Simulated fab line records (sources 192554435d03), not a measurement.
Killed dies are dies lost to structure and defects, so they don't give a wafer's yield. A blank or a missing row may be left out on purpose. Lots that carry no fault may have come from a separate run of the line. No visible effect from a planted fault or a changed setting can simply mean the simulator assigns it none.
Matching of chambers	flow n5 finfet	4 sister chambers for N5_GATE_CUT_ETCH_58 on rie diel-02
The step etches SiNx in CH3F/O2, target depth 17 nm, time 128.6 s. 16 wafers are shown with their chamber, then 8 later ones without.

WAFERS, EACH WITH ITS CHAMBER
wafer	chamber	throttle valve pct (%)	showerhead plenum p Torr (Torr)	oes product au (a.u.)
L074.2	3	16.48	2.06	0.70
L074.3	0	15.91	2.09	0.79
L074.4	2	16.29	1.95	0.85
L080.3	0	15.93	2.08	0.78
L080.4	1	16.77	1.98	0.70
L080.5	1	16.78	1.98	0.71
L088.2	1	16.81	1.97	0.69
L088.5	1	16.80	1.97	0.69
L088.6	2	16.32	1.94	0.81
L090.2	3	16.54	2.05	0.69
L090.3	1	16.80	1.97	0.70
L090.6	0	15.94	2.08	0.77
L094.1	1	16.82	1.97	0.68
L094.3	3	16.53	2.05	0.68
L094.4	2	16.34	1.94	0.81
L095.2	3	16.54	2.05	0.69

SIGNATURES, as means of the wafers listed above
reading	chamber 0	chamber 1	chamber 2	chamber 3	scatter within a chamber
throttle valve pct	15.9267	16.7967	16.3167	16.5225	0.0223
showerhead plenum p Torr	2.0833	1.9733	1.9433	2.0525	0.00534
oes product au	0.7800	0.6950	0.8233	0.6900	0.013
Rule: a wafer's distance from a chamber is the root of the sum, over the readings, of the square of ((its reading less the chamber's mean) divided by the reading's scatter). If the next closest chamber is less than 2 further off than the closest, the wafer can't be placed; otherwise it belongs to the closest. The scatter is the square root of a quotient: the sum, over the shown wafers, of each reading's squared deviation from its chamber's mean, divided by wafers minus chambers.

WAFERS WHOSE CHAMBER IS MISSING
wafer	throttle valve pct (%)	showerhead plenum p Torr (Torr)	oes product au (a.u.)
L095.4	16.33	1.94	0.80
L095.5	16.55	2.05	0.68
L096.1	15.96	2.07	0.76
L096.3	16.34	1.94	0.81
L096.6	16.34	1.94	0.80
L097.3	16.55	2.05	0.68
L097.4	15.97	2.07	0.76
L097.6	16.55	2.05	0.69

WHICH CHAMBER EACH ONE RAN IN
wafer	from the rows above	in truth
L095.4	2	2
L095.5	3	3
L096.1	0	0
L096.3	2	2
L096.6	2	2
L097.3	3	3
L097.4	0	0
L097.6	3	3
Placed correctly: 8 of 8. Not placeable from these rows: 0. Wrongly placed: 0.
